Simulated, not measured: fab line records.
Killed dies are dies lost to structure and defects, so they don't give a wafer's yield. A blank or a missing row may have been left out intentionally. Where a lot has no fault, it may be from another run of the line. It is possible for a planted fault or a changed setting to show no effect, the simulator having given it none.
Problem report, 8D (eight disciplines) form, completed by code	flow nandHarc	the parts of the form that need people (team, actions taken, sign-off) are left out

## 1. WHAT IS WRONG
killedAtPeriphery at NHARC_END_SORT_01 reads a mean of 439.7 on 6 wafers of 2 lots; wafers without a fault read 3.7 with a standard deviation of 2.6. So: +99 or more standard deviations from the usual mean.
Seen first at day 33 09:08 on prober-01, wafer L899.1. At this step, 12 wafers from 4 lots have a number in the record. By rule, "out" or "out of limits" means more than 4 standard deviations away from the usual mean. All remaining wafers that have a number are taken as sound.

## 2. WHAT IT IS; WHAT IT IS NOT
question	is	is not
which readings at this step	killedAtPeriphery, defectLimitedYield, killedDies	killedAtOther, killedOpen, killedShort
which lots	L899, L901	L882, L888
which wafers of those lots	all that have a number	-
read on which gauges	prober-01	-
when	from day 33 09:08	up to then (6 sound wafers)

## 3. SUSPECTS, AND WHAT RULES EACH OUT
Counting: a tool at a process step up to the reading stays a suspect if it ran every lot that is out and no sound lot after the first of them.
- the gauge at NHARC_END_SORT_01: kept. All the wafers that are out were read on prober-01, and no step on other tools shows them out.
- rieDiel-10 at NHARC_P_BONDPAD_DESCUM_11 (chemistry O2, time 3 s): kept. It ran every lot that is out, first L899 (day 14 16:40), and no sound lot after that; its last sound lot up to then is L882 (day 7 19:32).
- ecdCu-02 at NHARC_P_BONDPAD_ECD_18 (material Cu, target thk 400 nm): kept. It ran every lot that is out, first L899 (day 14 18:00), and no sound lot after that; its last sound lot up to then is L882 (day 7 20:53).
- rieSi-04 at NHARC_A_ZERO_WELL_ETCH_13 (etches the open film in HBr/Cl2, target depth 120 nm, time 40.1 s): kept. It ran every lot that is out, first L899 (day 14 20:55), and no sound lot after that.
Left after counting: rieDiel-10 at NHARC_P_BONDPAD_DESCUM_11, ecdCu-02 at NHARC_P_BONDPAD_ECD_18, rieSi-04 at NHARC_A_ZERO_WELL_ETCH_13, prober-01 at NHARC_END_SORT_01.

## 4. THE CAUSE (what the simulator had put in)
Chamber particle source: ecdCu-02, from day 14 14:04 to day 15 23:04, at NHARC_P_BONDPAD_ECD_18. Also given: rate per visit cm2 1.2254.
Counting leaves 4 suspects; this tool is one of them.

## 5. SEQUENCE OF EFFECTS, ordered by route
Each row: a reading whose mean over the struck wafers that have a number lies more than 3 standard deviations from the usual. Readings are gone through only where the record gives a usual standard deviation; hours: the median, over the lots, of the time from a lot's start at the first step in this table giving one to that lot's start at this step; sigmas: the change measured in usual standard deviations.
hours	step	reading	usual	on struck wafers	change	sigmas
0	NHARC_END_SORT_01	defectLimitedYield	90 %	31	-59	-17
0	NHARC_END_SORT_01	killedAtPeriphery	3.7	439.7	+436.0	+99 or more
0	NHARC_END_SORT_01	killedDies	66	468	+402	+17

## 6. HOW IT WOULD HAVE BEEN CAUGHT EARLIER
451 hours passed between the start of the fault at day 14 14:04 and the first reading out of limits at a measuring or inspecting step in this record, taken at day 33 09:08.
All the lots that are out (2) had begun NHARC_P_BONDPAD_ECD_18 on ecdCu-02 by day 33 09:08. Had the tool been put on hold then, not one of them would have been saved.
